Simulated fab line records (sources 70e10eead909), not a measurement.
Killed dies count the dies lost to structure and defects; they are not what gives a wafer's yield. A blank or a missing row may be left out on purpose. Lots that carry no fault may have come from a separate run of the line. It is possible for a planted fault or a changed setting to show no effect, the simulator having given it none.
Chamber matching | flow nandHarc | 4 sister chambers for NHARC_A_CONTACT_DESCUM_74 on rieDiel-11
The step chemistry O2, time 3 s. 30 wafers are shown with their chamber, then 12 later ones without.

## EACH WAFER AND ITS CHAMBER
wafer  | chamber | showerheadPlenumPTorr (Torr) | drypumpMotorCurrentA (A) | oesProductAu (a.u.)
L078.1 | 2       | 2.06                         | 5.1                      | 1.016
L078.2 | 1       | 2.07                         | 5.5                      | 1.011
L078.3 | 3       | 2.07                         | 5.6                      | 1.006
L079.1 | 0       | 1.81                         | 6.3                      | 1.018
L079.2 | 2       | 2.06                         | 5.1                      | 1.011
L079.3 | 1       | 2.07                         | 5.5                      | 1.010
L080.1 | 3       | 2.07                         | 5.6                      | 1.001
L080.2 | 0       | 1.81                         | 6.3                      | 1.004
L080.6 | 0       | 1.81                         | 6.3                      | 1.014
L081.1 | 1       | 2.07                         | 5.5                      | 1.010
L081.3 | 0       | 1.81                         | 6.3                      | 0.998
L081.5 | 2       | 2.06                         | 5.1                      | 1.007
L083.1 | 2       | 2.06                         | 5.1                      | 1.005
L083.2 | 3       | 2.07                         | 5.6                      | 1.002
L083.6 | 3       | 2.07                         | 5.6                      | 1.002
L082.1 | 1       | 2.07                         | 5.5                      | 1.002
L082.2 | 0       | 1.81                         | 6.3                      | 0.995
L082.3 | 2       | 2.06                         | 5.1                      | 1.001
L085.1 | 3       | 2.07                         | 5.6                      | 0.993
L085.4 | 0       | 1.81                         | 6.3                      | 1.004
L085.5 | 0       | 1.81                         | 6.3                      | 0.992
L089.1 | 0       | 1.81                         | 6.3                      | 1.002
L089.2 | 3       | 2.07                         | 5.6                      | 0.993
L089.6 | 3       | 2.07                         | 5.6                      | 0.993
L088.2 | 1       | 2.07                         | 5.4                      | 1.002
L088.4 | 0       | 1.81                         | 6.3                      | 1.003
L088.5 | 0       | 1.81                         | 6.4                      | 1.004
L093.1 | 3       | 2.06                         | 5.6                      | 0.996
L093.3 | 1       | 2.06                         | 5.5                      | 1.005
L093.4 | 2       | 2.05                         | 5.1                      | 1.001

SIGNATURES (means of the wafers above)
reading               | chamber 0 | chamber 1 | chamber 2 | chamber 3 | scatter within a chamber
showerheadPlenumPTorr | 1.8100    | 2.0683    | 2.0583    | 2.0687    | 0.00313
drypumpMotorCurrentA  | 6.310     | 5.483     | 5.100     | 5.600     | 0.0258
oesProductAu          | 1.00340   | 1.00667   | 1.00683   | 0.99825   | 0.00621
Rule: for a wafer and a chamber, the distance is found by dividing, reading by reading, the gap between the wafer's reading and the chamber's mean by the reading's scatter, squaring, summing and taking the root. The wafer belongs to the nearest chamber; if the next one is less than 2 further off, it can't be placed. The scatter: take each reading less its chamber's mean, square it, sum over the shown wafers, divide by the number of wafers less the number of chambers, and take the root.

## WAFERS WITH NO CHAMBER GIVEN
wafer  | showerheadPlenumPTorr (Torr) | drypumpMotorCurrentA (A) | oesProductAu (a.u.)
L095.1 | 2.06                         | 5.5                      | 1.005
L095.2 | 2.06                         | 5.6                      | 1.004
L095.5 | 1.80                         | 6.3                      | 0.997
L096.1 | 2.05                         | 5.1                      | 1.003
L096.2 | 2.06                         | 5.5                      | 1.016
L096.5 | 1.80                         | 6.3                      | 1.005
L094.1 | 1.80                         | 6.3                      | 1.005
L094.3 | 2.06                         | 5.5                      | 1.002
L094.6 | 1.80                         | 6.3                      | 1.004
L097.2 | 1.80                         | 6.4                      | 1.013
L097.3 | 2.06                         | 5.5                      | 1.019
L097.4 | 2.05                         | 5.1                      | 1.019

## CHAMBER TAKEN BY EACH
wafer  | from the rows above     | in truth
L095.1 | 1                       | 1
L095.2 | 3                       | 3
L095.5 | 0                       | 0
L096.1 | 2                       | 2
L096.2 | 1                       | 1
L096.5 | 0                       | 0
L094.1 | 0                       | 0
L094.3 | can't be placed: 1 or 3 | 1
L094.6 | 0                       | 0
L097.2 | 0                       | 0
L097.3 | 1                       | 1
L097.4 | 2                       | 2
Correctly placed: 11 of 12. Not placeable from these rows: 1 (in 1, the candidates include the true chamber). Wrongly placed: 0.
